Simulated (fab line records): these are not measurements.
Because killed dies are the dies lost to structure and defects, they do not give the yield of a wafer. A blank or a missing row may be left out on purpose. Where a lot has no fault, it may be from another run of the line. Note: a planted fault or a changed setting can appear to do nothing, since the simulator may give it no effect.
fab line records || flow nandHarc
record: {"lots": 6, "wafers": 18, "lastDay": 32}
route steps=1302 shown P_BONDPAD@388 A_START@389 A_ZERO_WELL@390
lots that met no fault: from a run of the same line without faults
startH: hours from the record's opening day to when the first of the lot's shown wafers began || waitH: hours since the lot's step before || " repeats the value in the row above || L1.1+2: a row that stands for several wafers || - no value, or no start given || * or withheld: withheld || < > ~ a bound
route shown NAME@n: NAME is a module with steps in the file, n the number in the route of the first one || usual: average and standard deviation across the fault-free wafers || same: alike in all rows || chamber/n: place in a boat || sites: the reading at each site || _std_site: the standard deviation of these || _edge_site: mean of outer sites minus mean of inner sites || radiusMm: for every site, how far away it sits from the centre of the wafer || mask NAME#n: copy n || behind: the last tool/chamber to shape the wafer || hold: what put the lot on hold/how long, in hours/how the hold closed || device: whichever transistor did not switch (one of n, p or np) || end of line: the same wafers' tests at the end of the route || a step without rows: its recipe alone || killed: dies lost to structure and defects at the first sort, not the wafer's yield || map: the dies of a wafer, with x for killed, . for not killed, _ for no die there
set.NAME: setting as actually run; set.NAME@STEP: the setting as run at that earlier step || model.NAME: the simulator's own value behind a step, which no gauge read
certain route steps with their lots: each step a table, each wafer a row
services: when a tool's chamber went out of use (startH, in hours from the record's first day, below 0 if earlier), for how many hours, and the reason
== steps ==
step: NHARC_P_BONDPAD_SRD_31
recipe: {"timeS": 30, "tempC": 23, "dryTimeS": 20, "spinRpm": 1500}
step: NHARC_A_START_INSPECT_01
usual: {"rawDefectCount": "3.2/1.9"}
{"lot.wafer": "L365.3", "tool": "defectInspect-01", "chamber": "-", "startH": 133.17, "waitH": "-", "rawDefectCount": 0}
{"lot.wafer": "L365.5", "tool": "defectInspect-01", "chamber": "-", "startH": 133.17, "waitH": "-", "rawDefectCount": 2}
{"lot.wafer": "L365.6", "tool": "defectInspect-01", "chamber": "-", "startH": 133.17, "waitH": "-", "rawDefectCount": 2}
{"lot.wafer": "L379.1", "tool": "defectInspect-01", "chamber": "-", "startH": 279.93, "waitH": "-", "rawDefectCount": 1}
{"lot.wafer": "L379.2", "tool": "defectInspect-01", "chamber": "-", "startH": 279.93, "waitH": "-", "rawDefectCount": 0}
{"lot.wafer": "L379.3", "tool": "defectInspect-01", "chamber": "-", "startH": 279.93, "waitH": "-", "rawDefectCount": 3}
{"lot.wafer": "L378.3", "tool": "defectInspect-01", "chamber": "-", "startH": 280.95, "waitH": "-", "rawDefectCount": 7}
{"lot.wafer": "L378.4", "tool": "defectInspect-01", "chamber": "-", "startH": 280.95, "waitH": "-", "rawDefectCount": 4}
{"lot.wafer": "L378.5", "tool": "defectInspect-01", "chamber": "-", "startH": 280.95, "waitH": "-", "rawDefectCount": 2}
{"lot.wafer": "L380.2", "tool": "defectInspect-01", "chamber": "-", "startH": 292.28, "waitH": "-", "rawDefectCount": 1}
{"lot.wafer": "L380.4", "tool": "defectInspect-01", "chamber": "-", "startH": 292.28, "waitH": "-", "rawDefectCount": 0}
{"lot.wafer": "L380.5", "tool": "defectInspect-01", "chamber": "-", "startH": 292.28, "waitH": "-", "rawDefectCount": 3}
{"lot.wafer": "L383.4", "tool": "defectInspect-01", "chamber": "-", "startH": 322.92, "waitH": "-", "rawDefectCount": 8}
{"lot.wafer": "L383.5", "tool": "defectInspect-01", "chamber": "-", "startH": 322.92, "waitH": "-", "rawDefectCount": 4}
{"lot.wafer": "L383.6", "tool": "defectInspect-01", "chamber": "-", "startH": 322.92, "waitH": "-", "rawDefectCount": 3}
{"lot.wafer": "L384.4", "tool": "defectInspect-02", "chamber": "-", "startH": 323.19, "waitH": "-", "rawDefectCount": 5}
{"lot.wafer": "L384.5", "tool": "defectInspect-02", "chamber": "-", "startH": 323.19, "waitH": "-", "rawDefectCount": 3}
{"lot.wafer": "L384.6", "tool": "defectInspect-02", "chamber": "-", "startH": 323.19, "waitH": "-", "rawDefectCount": 0}
step: NHARC_A_ZERO_WELL_PRECLEAN_00
recipe: {"timeS": 600, "tempC": 120, "chemistry": "SPM"}
step: NHARC_A_ZERO_WELL_SRD_01
step: NHARC_A_ZERO_WELL_DEHYDRATE_02
recipe: {"tempC": 150, "timeS": 120}
step: NHARC_A_ZERO_WELL_HMDS_03
recipe: {"timeS": 30}
step: NHARC_A_ZERO_WELL_COAT_18
recipe: {"tempC": 200, "timeS": 65}
step: NHARC_A_ZERO_WELL_COAT_04
recipe: {"spinRpm": 2000, "resistThkNm": 600}
step: NHARC_A_ZERO_WELL_SOFTBAKE_05
recipe: {"tempC": 125, "timeS": 70}
step: NHARC_A_ZERO_WELL_EBR_06
step: NHARC_A_ZERO_WELL_EXPOSE_07
recipe: {"na": 0.55, "doseMj": 33.85, "maskId": "A_ZERO"}
step: NHARC_A_ZERO_WELL_PEB_08
recipe: {"pebTempC": 128, "pebTimeS": 80}
step: NHARC_A_ZERO_WELL_DEVELOP_09
recipe: {"timeS": 50, "devTempC": 22}
usual: {"chillPlateTempC": "23.00/0.1", "developerTempC": "22.00/0.12", "exhaustPa": "45.1/0.99"}
{"lot.wafer": "L365.3", "tool": "lithoTrack-05", "chamber": 0, "startH": 133, "waitH": "-", "chillPlateTempC": 22.89, "developerTempC": 21.95, "exhaustPa": 45.6}
{"lot.wafer": "L365.5", "tool": "lithoTrack-05", "chamber": 0, "startH": 133, "waitH": "-", "chillPlateTempC": 23.04, "developerTempC": 22.04, "exhaustPa": 44.8}
{"lot.wafer": "L365.6", "tool": "lithoTrack-05", "chamber": 0, "startH": 133, "waitH": "-", "chillPlateTempC": 22.98, "developerTempC": 21.89, "exhaustPa": 45.9}
{"lot.wafer": "L379.1", "tool": "lithoTrack-02", "chamber": "-", "startH": 280, "waitH": "-", "chillPlateTempC": "-", "developerTempC": "-", "exhaustPa": "-"}
{"lot.wafer": "L379.2", "tool": "lithoTrack-02", "chamber": "-", "startH": 280, "waitH": "-", "chillPlateTempC": "-", "developerTempC": "-", "exhaustPa": "-"}
{"lot.wafer": "L379.3", "tool": "lithoTrack-02", "chamber": "-", "startH": 280, "waitH": "-", "chillPlateTempC": "-", "developerTempC": "-", "exhaustPa": "-"}
{"lot.wafer": "L378.3", "tool": "lithoTrack-05", "chamber": "-", "startH": 281, "waitH": "-", "chillPlateTempC": "-", "developerTempC": "-", "exhaustPa": "-"}
{"lot.wafer": "L378.4", "tool": "lithoTrack-05", "chamber": "-", "startH": 281, "waitH": "-", "chillPlateTempC": "-", "developerTempC": "-", "exhaustPa": "-"}
{"lot.wafer": "L378.5", "tool": "lithoTrack-05", "chamber": "-", "startH": 281, "waitH": "-", "chillPlateTempC": "-", "developerTempC": "-", "exhaustPa": "-"}
{"lot.wafer": "L380.2", "tool": "lithoTrack-03", "chamber": 0, "startH": 293, "waitH": "-", "chillPlateTempC": 22.96, "developerTempC": 22.02, "exhaustPa": 45.8}
{"lot.wafer": "L380.4", "tool": "lithoTrack-03", "chamber": 0, "startH": 293, "waitH": "-", "chillPlateTempC": 22.93, "developerTempC": 21.89, "exhaustPa": 46.2}
{"lot.wafer": "L380.5", "tool": "lithoTrack-03", "chamber": 0, "startH": 293, "waitH": "-", "chillPlateTempC": 23.02, "developerTempC": 21.92, "exhaustPa": 45.2}
{"lot.wafer": "L383.4", "tool": "lithoTrack-05", "chamber": 0, "startH": 323, "waitH": "-", "chillPlateTempC": 23.07, "developerTempC": 21.94, "exhaustPa": 45.9}
{"lot.wafer": "L383.5", "tool": "lithoTrack-05", "chamber": 0, "startH": 323, "waitH": "-", "chillPlateTempC": 22.95, "developerTempC": 22.01, "exhaustPa": 45.9}
{"lot.wafer": "L383.6", "tool": "lithoTrack-05", "chamber": 0, "startH": 323, "waitH": "-", "chillPlateTempC": 23.08, "developerTempC": 21.94, "exhaustPa": 44.2}
{"lot.wafer": "L384.4", "tool": "lithoTrack-05", "chamber": 0, "startH": 323, "waitH": "-", "chillPlateTempC": 23.11, "developerTempC": 22.10, "exhaustPa": 44.8}
{"lot.wafer": "L384.5", "tool": "lithoTrack-05", "chamber": 0, "startH": 323, "waitH": "-", "chillPlateTempC": 22.93, "developerTempC": 22.13, "exhaustPa": 44.2}
{"lot.wafer": "L384.6", "tool": "lithoTrack-05", "chamber": 0, "startH": 323, "waitH": "-", "chillPlateTempC": 22.92, "developerTempC": 22.11, "exhaustPa": 45.0}
== services ==
{"tool": "lithoTrack-05", "chamber": "-", "startH": 124.00, "hours": 7.0, "kind": "pm"}
{"tool": "lithoTrack-02", "chamber": "-", "startH": 227.00, "hours": 7.0, "kind": "pm"}
{"tool": "lithoTrack-03", "chamber": "-", "startH": 275.00, "hours": 7.0, "kind": "pm"}
{"tool": "lithoTrack-05", "chamber": "-", "startH": 299.00, "hours": 7.0, "kind": "pm"}
== key ==
firstSign: {"step": "NHARC_A_ZERO_WELL_DEVELOP_09", "reading": "toolRecord", "direction": "missing"}
effect none on later readings
metAt NHARC_A_ZERO_WELL_DEVELOP_09
struckWafers L378.3,L378.4,L378.5,L379.1,L379.2,L379.3
laterRowsLeftOut L378.3,L378.4,L378.5,L379.1,L379.2,L379.3
sortLeftOut L378.3,L378.4,L378.5,L379.1,L379.2,L379.3
testerLeftOut L378,L379
onsetBetween 133 280
fault: {"kind": "skippedStepWhole", "tool": "lithoTrack-02,lithoTrack-05", "chamber": "-", "onsetH": 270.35, "steps": "NHARC_A_ZERO_WELL_DEVELOP_09", "scope": "struckLotsOnly"}
testerLeftOut: of these lots the tester's yield and bins aren't shown, on N5 and GAA mostly nor the transistor test; their killed dies are dies lost to structure and defects alone, not to doping, threshold or leakage, so they don't give the yield
sortLeftOut: the simulated sort isn't trusted on such a fault, so these wafers' sort isn't shown, and their yield isn't known
laterRowsLeftOut: the simulator's readings of these wafers behind a module that went badly wrong aren't trusted and aren't shown, but for the sort
